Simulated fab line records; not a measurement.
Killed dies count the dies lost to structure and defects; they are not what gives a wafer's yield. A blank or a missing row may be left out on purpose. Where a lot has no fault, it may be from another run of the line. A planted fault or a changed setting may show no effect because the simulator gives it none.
Which tool did it? || flow nand_harc || 30 wafers from 10 lots sampled at 7 of the route's 1159 steps

WHAT EACH GAUGE READ, for each wafer
NHARC_P_GATE_INSPECT_28. Usual: raw_defect_count reads 6 (standard deviation 3.2).
{"lot": "L744", "measured": "day 4 19:52", "on": "defect_inspect-02", "raw_defect_count": "10 2 4", "flag": ""}
{"lot": "L745", "measured": "day 5 02:32", "on": "defect_inspect-02", "raw_defect_count": "5 5 6", "flag": ""}
{"lot": "L749", "measured": "day 6 07:02", "on": "defect_inspect-02", "raw_defect_count": "7 5 6", "flag": ""}
{"lot": "L750", "measured": "day 6 12:37", "on": "defect_inspect-02", "raw_defect_count": "6 7 5", "flag": ""}
{"lot": "L753", "measured": "day 7 07:08", "on": "defect_inspect-01", "raw_defect_count": "6 3 406", "flag": "OFF"}
{"lot": "L756", "measured": "day 8 01:26", "on": "defect_inspect-02", "raw_defect_count": "6 4 5", "flag": ""}
{"lot": "L761", "measured": "day 9 05:58", "on": "defect_inspect-01", "raw_defect_count": "6 5 6", "flag": ""}
{"lot": "L762", "measured": "day 9 06:13", "on": "defect_inspect-02", "raw_defect_count": "5 11 4", "flag": ""}
{"lot": "L766", "measured": "day 10 10:25", "on": "defect_inspect-01", "raw_defect_count": "10 6 7", "flag": ""}
{"lot": "L765", "measured": "day 10 10:16", "on": "defect_inspect-02", "raw_defect_count": "9 4 5", "flag": ""}

NHARC_P_GATE_INSPECT_68. Usual: raw_defect_count reads 211 (standard deviation 77).
{"lot": "L744", "measured": "day 5 14:59", "on": "defect_inspect-01", "raw_defect_count": "204 141 172", "flag": ""}
{"lot": "L745", "measured": "day 5 21:10", "on": "defect_inspect-01", "raw_defect_count": "156 172 141", "flag": ""}
{"lot": "L749", "measured": "day 7 01:29", "on": "defect_inspect-02", "raw_defect_count": "207 210 171", "flag": ""}
{"lot": "L750", "measured": "day 7 07:46", "on": "defect_inspect-02", "raw_defect_count": "215 319 253", "flag": ""}
{"lot": "L753", "measured": "day 8 01:53", "on": "defect_inspect-01", "raw_defect_count": "168 184 591", "flag": ""}
{"lot": "L756", "measured": "day 8 20:41", "on": "defect_inspect-01", "raw_defect_count": "108 139 107", "flag": ""}
{"lot": "L761", "measured": "day 10 02:25", "on": "defect_inspect-02", "raw_defect_count": "161 219 170", "flag": ""}
{"lot": "L762", "measured": "day 10 01:11", "on": "defect_inspect-01", "raw_defect_count": "351 187 288", "flag": ""}
{"lot": "L766", "measured": "day 11 05:10", "on": "defect_inspect-01", "raw_defect_count": "218 354 184", "flag": ""}
{"lot": "L765", "measured": "day 11 04:43", "on": "defect_inspect-02", "raw_defect_count": "175 192 151", "flag": ""}

NHARC_END_SORT_01. Usual: killed_at_array 29, standard deviation 8.4; killed_at_other 0.7, standard deviation 1.2; killed_at_periphery 3.8, standard deviation 2.1; killed_dies 33, standard deviation 9; killed_open 3.4, standard deviation 2; killed_short 2.1, standard deviation 1.4.
{"lot": "L753", "measured": "day 22 22:37", "on": "prober-02", "killed_at_array": "38 36 34", "killed_at_other": "0 0 0", "killed_at_periphery": "6 5 36", "killed_dies": "44 41 70", "killed_open": "5 4 2", "killed_short": "6 3 2", "flag": "OFF"}
{"lot": "L756", "measured": "day 22 14:57", "on": "prober-01", "killed_at_array": "21 32 33", "killed_at_other": "0 0 1", "killed_at_periphery": "5 3 5", "killed_dies": "26 35 39", "killed_open": "4 2 3", "killed_short": "3 3 2", "flag": ""}
{"lot": "L761", "measured": "day 23 22:16", "on": "prober-01", "killed_at_array": "39 45 50", "killed_at_other": "2 1 0", "killed_at_periphery": "0 4 3", "killed_dies": "41 50 53", "killed_open": "2 3 4", "killed_short": "2 1 1", "flag": ""}
{"lot": "L762", "measured": "day 23 22:02", "on": "prober-02", "killed_at_array": "18 30 21", "killed_at_other": "2 0 3", "killed_at_periphery": "2 5 2", "killed_dies": "22 35 26", "killed_open": "1 5 4", "killed_short": "3 5 1", "flag": ""}
{"lot": "L765", "measured": "day 24 20:58", "on": "prober-01", "killed_at_array": 37, "killed_at_other": 0, "killed_at_periphery": 5, "killed_dies": 42, "killed_open": 7, "killed_short": 0, "flag": ""}

EACH LOT AND THE TOOL THAT RAN IT (in order: tool; ch and the chambers of the sampled wafers; start)
{"lot": "L744", "NHARC_P_GATE_PRECLEAN_70": "wet_bench-01 ch 0,1,3, day 3 22:31", "NHARC_P_GATE_HM_DEP_102": "acl_dep-03 ch 0, day 4 18:22", "NHARC_P_GATE_ETCH_114": "rie_diel-03 ch 0,1, day 4 20:44 or earlier", "NHARC_P_GATE_STRIP_108": "rie_diel-03 ch 0,3, day 4 20:44"}
{"lot": "L745", "NHARC_P_GATE_PRECLEAN_70": "wet_bench-01 ch 1,2,7, day 4 04:41", "NHARC_P_GATE_HM_DEP_102": "acl_dep-02 ch 0, day 5 01:11", "NHARC_P_GATE_ETCH_114": "rie_diel-06 ch 0,2, day 5 03:16 or earlier", "NHARC_P_GATE_STRIP_108": "rie_diel-03 ch 0,2,3, day 5 03:16"}
{"lot": "L749", "NHARC_P_GATE_PRECLEAN_70": "wet_bench-09 ch 5,6,7, day 5 05:40", "NHARC_P_GATE_HM_DEP_102": "acl_dep-03 ch 0, day 6 05:35", "NHARC_P_GATE_ETCH_114": "rie_diel-03 ch 0,1,3, day 6 07:59 or earlier", "NHARC_P_GATE_STRIP_108": "rie_diel-03 ch 1,2,3, day 6 07:59"}
{"lot": "L750", "NHARC_P_GATE_PRECLEAN_70": "wet_bench-01 ch 1,4,6, day 5 13:43", "NHARC_P_GATE_HM_DEP_102": "acl_dep-01 ch 0, day 6 11:08", "NHARC_P_GATE_ETCH_114": "rie_diel-12 ch 2,3, day 6 14:06 or earlier", "NHARC_P_GATE_STRIP_108": "rie_diel-03 ch 1,2,3, day 6 14:06"}
{"lot": "L753", "NHARC_P_GATE_PRECLEAN_70": "wet_bench-01 ch 1,4,7, day 6 03:55", "NHARC_P_GATE_HM_DEP_102": "acl_dep-02 ch 0, day 7 05:39", "NHARC_P_GATE_ETCH_114": "rie_diel-03 ch 0,2, day 7 07:54 or earlier", "NHARC_P_GATE_STRIP_108": "rie_diel-12 ch 0,2, day 7 07:54"}
{"lot": "L756", "NHARC_P_GATE_PRECLEAN_70": "wet_bench-05 ch 1,5,7, day 7 03:08", "NHARC_P_GATE_HM_DEP_102": "acl_dep-03 ch 0, day 7 23:52", "NHARC_P_GATE_ETCH_114": "rie_diel-03 ch 0,3, day 8 02:40 or earlier", "NHARC_P_GATE_STRIP_108": "rie_diel-03 ch 0,2, day 8 02:40"}
{"lot": "L761", "NHARC_P_GATE_PRECLEAN_70": "wet_bench-05 ch 0,2,7, day 8 06:10", "NHARC_P_GATE_HM_DEP_102": "acl_dep-02 ch 0, day 9 04:28", "NHARC_P_GATE_ETCH_114": "rie_diel-03 ch 0,2, day 9 06:41 or earlier", "NHARC_P_GATE_STRIP_108": "rie_diel-03 ch 1,3, day 9 06:41"}
{"lot": "L762", "NHARC_P_GATE_PRECLEAN_70": "wet_bench-09 ch 0,1,6, day 8 06:10", "NHARC_P_GATE_HM_DEP_102": "acl_dep-01 ch 0, day 9 04:52", "NHARC_P_GATE_ETCH_114": "rie_diel-12 ch 0,1,3, day 9 07:22 or earlier", "NHARC_P_GATE_STRIP_108": "rie_diel-03 ch 0,1,2, day 9 07:22"}
{"lot": "L766", "NHARC_P_GATE_PRECLEAN_70": "wet_bench-01 ch 2,4,5, day 9 11:50", "NHARC_P_GATE_HM_DEP_102": "acl_dep-01 ch 0, day 10 08:48", "NHARC_P_GATE_ETCH_114": "rie_diel-03 ch 0,1,3, day 10 11:06 or earlier", "NHARC_P_GATE_STRIP_108": "rie_diel-12 ch 0,3, day 10 11:06"}
{"lot": "L765", "NHARC_P_GATE_PRECLEAN_70": "wet_bench-09 ch 2,3,6, day 9 11:50", "NHARC_P_GATE_HM_DEP_102": "acl_dep-02 ch 0, day 10 08:48", "NHARC_P_GATE_ETCH_114": "rie_diel-06 ch 1,3, day 10 10:59 or earlier", "NHARC_P_GATE_STRIP_108": "rie_diel-06 ch 0,1,2, day 10 10:59"}
- NHARC_P_GATE_PRECLEAN_70: cleans in SC1.
- NHARC_P_GATE_HM_DEP_102: deposits aC, target thk 120 nm.
- NHARC_P_GATE_ETCH_114: etches the open film in CF4/O2, target depth 30 nm, overetch 3 nm, time 16.5 s.
- NHARC_P_GATE_STRIP_108: strips in O2.

WHAT THE TOOLS THEMSELVES READ (means of the sampled wafers that have a number; where no wafer has one, the mark that the record gives instead)
NHARC_P_GATE_PRECLEAN_70. Usual: bath_heat_duty_pct 7.2 %, standard deviation 0.88; temp_c 49.99 C, standard deviation 0.12.
{"lot": "L744", "tool": "wet_bench-01", "bath_heat_duty_pct (%)": 7.7, "temp_c (C)": 50.00, "flag": ""}
{"lot": "L745", "tool": "wet_bench-01", "bath_heat_duty_pct (%)": 6.5, "temp_c (C)": 50.05, "flag": ""}
{"lot": "L749", "tool": "wet_bench-09", "bath_heat_duty_pct (%)": 7.0, "temp_c (C)": 49.93, "flag": ""}
{"lot": "L750", "tool": "wet_bench-01", "bath_heat_duty_pct (%)": 7.6, "temp_c (C)": 49.99, "flag": ""}
{"lot": "L753", "tool": "wet_bench-01", "bath_heat_duty_pct (%)": 7.8, "temp_c (C)": 49.95, "flag": ""}
{"lot": "L756", "tool": "wet_bench-05", "bath_heat_duty_pct (%)": 7.1, "temp_c (C)": 49.99, "flag": ""}
{"lot": "L761", "tool": "wet_bench-05", "bath_heat_duty_pct (%)": 7.2, "temp_c (C)": 50.11, "flag": ""}
{"lot": "L762", "tool": "wet_bench-09", "bath_heat_duty_pct (%)": 6.8, "temp_c (C)": 50.05, "flag": ""}
{"lot": "L766", "tool": "wet_bench-01", "bath_heat_duty_pct (%)": 7.0, "temp_c (C)": 50.06, "flag": ""}
{"lot": "L765", "tool": "wet_bench-09", "bath_heat_duty_pct (%)": 7.2, "temp_c (C)": 50.03, "flag": ""}

NHARC_P_GATE_HM_DEP_102. Usual: throttle_valve_pct reads 35.001 % (standard deviation 0.0087).
{"lot": "L744", "tool": "acl_dep-03", "throttle_valve_pct (%)": 34.997, "flag": ""}
{"lot": "L745", "tool": "acl_dep-02", "throttle_valve_pct (%)": 35.002, "flag": ""}
{"lot": "L749", "tool": "acl_dep-03", "throttle_valve_pct (%)": 35.009, "flag": ""}
{"lot": "L750", "tool": "acl_dep-01", "throttle_valve_pct (%)": 35.007, "flag": ""}
{"lot": "L753", "tool": "acl_dep-02", "throttle_valve_pct (%)": 35.011, "flag": ""}
{"lot": "L756", "tool": "acl_dep-03", "throttle_valve_pct (%)": 34.996, "flag": ""}
{"lot": "L761", "tool": "acl_dep-02", "throttle_valve_pct (%)": 34.997, "flag": ""}
{"lot": "L762", "tool": "acl_dep-01", "throttle_valve_pct (%)": 35.002, "flag": ""}
{"lot": "L766", "tool": "acl_dep-01", "throttle_valve_pct (%)": 34.997, "flag": ""}
{"lot": "L765", "tool": "acl_dep-02", "throttle_valve_pct (%)": 35.007, "flag": ""}

NHARC_P_GATE_ETCH_114. Usual: bias_w 100.0 W, standard deviation 0.34; drypump_motor_current_A 5.7 A, standard deviation 0.41; o2_flow_sccm 20.00 sccm, standard deviation 0.059; oes_o_777_au 1.000 a.u., standard deviation 0.0048; oes_product_au 1.002 a.u., standard deviation 0.0086; rf_vpp_V 197.7 V, standard deviation 1.4; showerhead_plenum_p_Torr 1.33 Torr, standard deviation 0.051; throttle_valve_pct 13.398 %, standard deviation 0.0094.
{"lot": "L744", "tool": "rie_diel-03", "bias_w (W)": 100.6, "drypump_motor_current_A (A)": 6.1, "o2_flow_sccm (sccm)": 20.06, "oes_o_777_au (a.u.)": 0.999, "oes_product_au (a.u.)": 0.999, "rf_vpp_V (V)": 197.3, "showerhead_plenum_p_Torr (Torr)": 1.32, "throttle_valve_pct (%)": 13.400, "flag": ""}
{"lot": "L745", "tool": "rie_diel-06", "bias_w (W)": 99.9, "drypump_motor_current_A (A)": 5.8, "o2_flow_sccm (sccm)": 20.00, "oes_o_777_au (a.u.)": 1.001, "oes_product_au (a.u.)": 1.003, "rf_vpp_V (V)": 198.8, "showerhead_plenum_p_Torr (Torr)": 1.36, "throttle_valve_pct (%)": 13.389, "flag": ""}
{"lot": "L749", "tool": "rie_diel-03", "bias_w (W)": 99.6, "drypump_motor_current_A (A)": 5.9, "o2_flow_sccm (sccm)": 20.01, "oes_o_777_au (a.u.)": 0.998, "oes_product_au (a.u.)": 0.998, "rf_vpp_V (V)": 197.7, "showerhead_plenum_p_Torr (Torr)": 1.31, "throttle_valve_pct (%)": 13.396, "flag": ""}
{"lot": "L750", "tool": "rie_diel-12", "bias_w (W)": 100.0, "drypump_motor_current_A (A)": 5.0, "o2_flow_sccm (sccm)": 20.00, "oes_o_777_au (a.u.)": 0.999, "oes_product_au (a.u.)": 0.994, "rf_vpp_V (V)": 197.2, "showerhead_plenum_p_Torr (Torr)": 1.32, "throttle_valve_pct (%)": 13.394, "flag": ""}
{"lot": "L753", "tool": "rie_diel-03", "bias_w (W)": 100.4, "drypump_motor_current_A (A)": 6.0, "o2_flow_sccm (sccm)": 19.98, "oes_o_777_au (a.u.)": 1.003, "oes_product_au (a.u.)": 1.000, "rf_vpp_V (V)": 196.6, "showerhead_plenum_p_Torr (Torr)": 1.29, "throttle_valve_pct (%)": 13.399, "flag": ""}
{"lot": "L756", "tool": "rie_diel-03", "bias_w (W)": 100.5, "drypump_motor_current_A (A)": 5.8, "o2_flow_sccm (sccm)": 20.03, "oes_o_777_au (a.u.)": 0.996, "oes_product_au (a.u.)": 0.999, "rf_vpp_V (V)": 196.5, "showerhead_plenum_p_Torr (Torr)": 1.27, "throttle_valve_pct (%)": 13.398, "flag": ""}
{"lot": "L761", "tool": "rie_diel-03", "bias_w (W)": 100.0, "drypump_motor_current_A (A)": 5.6, "o2_flow_sccm (sccm)": 20.02, "oes_o_777_au (a.u.)": 0.997, "oes_product_au (a.u.)": 1.003, "rf_vpp_V (V)": 195.9, "showerhead_plenum_p_Torr (Torr)": 1.28, "throttle_valve_pct (%)": 13.401, "flag": ""}
{"lot": "L762", "tool": "rie_diel-12", "bias_w (W)": 99.8, "drypump_motor_current_A (A)": 5.5, "o2_flow_sccm (sccm)": 19.98, "oes_o_777_au (a.u.)": 1.000, "oes_product_au (a.u.)": 1.000, "rf_vpp_V (V)": 198.4, "showerhead_plenum_p_Torr (Torr)": 1.34, "throttle_valve_pct (%)": 13.395, "flag": ""}
{"lot": "L766", "tool": "rie_diel-03", "bias_w (W)": 99.8, "drypump_motor_current_A (A)": 5.9, "o2_flow_sccm (sccm)": 20.03, "oes_o_777_au (a.u.)": 1.002, "oes_product_au (a.u.)": 1.000, "rf_vpp_V (V)": 196.8, "showerhead_plenum_p_Torr (Torr)": 1.30, "throttle_valve_pct (%)": 13.391, "flag": ""}
{"lot": "L765", "tool": "rie_diel-06", "bias_w (W)": 100.0, "drypump_motor_current_A (A)": 6.0, "o2_flow_sccm (sccm)": 20.02, "oes_o_777_au (a.u.)": 0.999, "oes_product_au (a.u.)": 1.004, "rf_vpp_V (V)": 199.2, "showerhead_plenum_p_Torr (Torr)": 1.40, "throttle_valve_pct (%)": 13.390, "flag": ""}

NHARC_P_GATE_STRIP_108. Usual: drypump_motor_current_A 5.7 A, standard deviation 0.4; o2_flow_sccm 499.8 sccm, standard deviation 1.4; oes_product_au 1.001 a.u., standard deviation 0.0091; rf_vpp_V 57.6 V, standard deviation 0.91; showerhead_plenum_p_Torr 3.48 Torr, standard deviation 0.13; throttle_valve_pct 17.037 %, standard deviation 0.0086.
{"lot": "L744", "tool": "rie_diel-03", "drypump_motor_current_A (A)": 5.8, "o2_flow_sccm (sccm)": 499.0, "oes_product_au (a.u.)": 1.009, "rf_vpp_V (V)": 56.8, "showerhead_plenum_p_Torr (Torr)": 3.36, "throttle_valve_pct (%)": 17.037, "flag": ""}
{"lot": "L745", "tool": "rie_diel-03", "drypump_motor_current_A (A)": 5.7, "o2_flow_sccm (sccm)": 500.3, "oes_product_au (a.u.)": 0.993, "rf_vpp_V (V)": 57.3, "showerhead_plenum_p_Torr (Torr)": 3.38, "throttle_valve_pct (%)": 17.045, "flag": ""}
{"lot": "L749", "tool": "rie_diel-03", "drypump_motor_current_A (A)": 5.6, "o2_flow_sccm (sccm)": 502.4, "oes_product_au (a.u.)": 1.006, "rf_vpp_V (V)": 56.4, "showerhead_plenum_p_Torr (Torr)": 3.43, "throttle_valve_pct (%)": 17.034, "flag": ""}
{"lot": "L750", "tool": "rie_diel-03", "drypump_motor_current_A (A)": 5.5, "o2_flow_sccm (sccm)": 499.6, "oes_product_au (a.u.)": 1.003, "rf_vpp_V (V)": 57.3, "showerhead_plenum_p_Torr (Torr)": 3.43, "throttle_valve_pct (%)": 17.035, "flag": ""}
{"lot": "L753", "tool": "rie_diel-12", "drypump_motor_current_A (A)": 5.7, "o2_flow_sccm (sccm)": 499.2, "oes_product_au (a.u.)": 1.002, "rf_vpp_V (V)": 58.1, "showerhead_plenum_p_Torr (Torr)": 3.54, "throttle_valve_pct (%)": 17.037, "flag": ""}
{"lot": "L756", "tool": "rie_diel-03", "drypump_motor_current_A (A)": 6.0, "o2_flow_sccm (sccm)": 499.8, "oes_product_au (a.u.)": 1.003, "rf_vpp_V (V)": 57.9, "showerhead_plenum_p_Torr (Torr)": 3.41, "throttle_valve_pct (%)": 17.040, "flag": ""}
{"lot": "L761", "tool": "rie_diel-03", "drypump_motor_current_A (A)": 5.6, "o2_flow_sccm (sccm)": 498.9, "oes_product_au (a.u.)": 0.997, "rf_vpp_V (V)": 57.2, "showerhead_plenum_p_Torr (Torr)": 3.41, "throttle_valve_pct (%)": 17.036, "flag": ""}
{"lot": "L762", "tool": "rie_diel-03", "drypump_motor_current_A (A)": 5.8, "o2_flow_sccm (sccm)": 500.3, "oes_product_au (a.u.)": 1.001, "rf_vpp_V (V)": 56.8, "showerhead_plenum_p_Torr (Torr)": 3.47, "throttle_valve_pct (%)": 17.041, "flag": ""}
{"lot": "L766", "tool": "rie_diel-12", "drypump_motor_current_A (A)": 5.1, "o2_flow_sccm (sccm)": 499.9, "oes_product_au (a.u.)": 0.992, "rf_vpp_V (V)": 57.4, "showerhead_plenum_p_Torr (Torr)": 3.48, "throttle_valve_pct (%)": 17.033, "flag": ""}
{"lot": "L765", "tool": "rie_diel-06", "drypump_motor_current_A (A)": 5.7, "o2_flow_sccm (sccm)": 500.1, "oes_product_au (a.u.)": 1.011, "rf_vpp_V (V)": 58.2, "showerhead_plenum_p_Torr (Torr)": 3.58, "throttle_valve_pct (%)": 17.033, "flag": ""}

THE ANSWER, worked out from the rows above alone
Rule: take the mean of a lot's wafers that have a number; if it is more than 3 standard deviations from the usual mean, the lot is off. A lot without any number at a reading at which 4 lots or more have one is off too. The other lots that the step has rows for count as sound. The gauges are gone through in route order, then the tools' own readings, and for those a lot's mean is taken as printed above. At the first step where some lot is off, the reading lying furthest off is the one used; lots without a number count as furthest.
Off, at NHARC_P_GATE_INSPECT_28 on raw_defect_count: L753.
If a tool, at a process step before that reading, ran all the lots that are off and no sound lot after the first of them, it fits. The gauges at NHARC_P_GATE_INSPECT_28 aren't tried: what is off there is off at NHARC_END_SORT_01 too, on other tools, and a gauge's error can't cause that. No candidate that was tried fits.

WHAT THE SIMULATOR HAD INSERTED
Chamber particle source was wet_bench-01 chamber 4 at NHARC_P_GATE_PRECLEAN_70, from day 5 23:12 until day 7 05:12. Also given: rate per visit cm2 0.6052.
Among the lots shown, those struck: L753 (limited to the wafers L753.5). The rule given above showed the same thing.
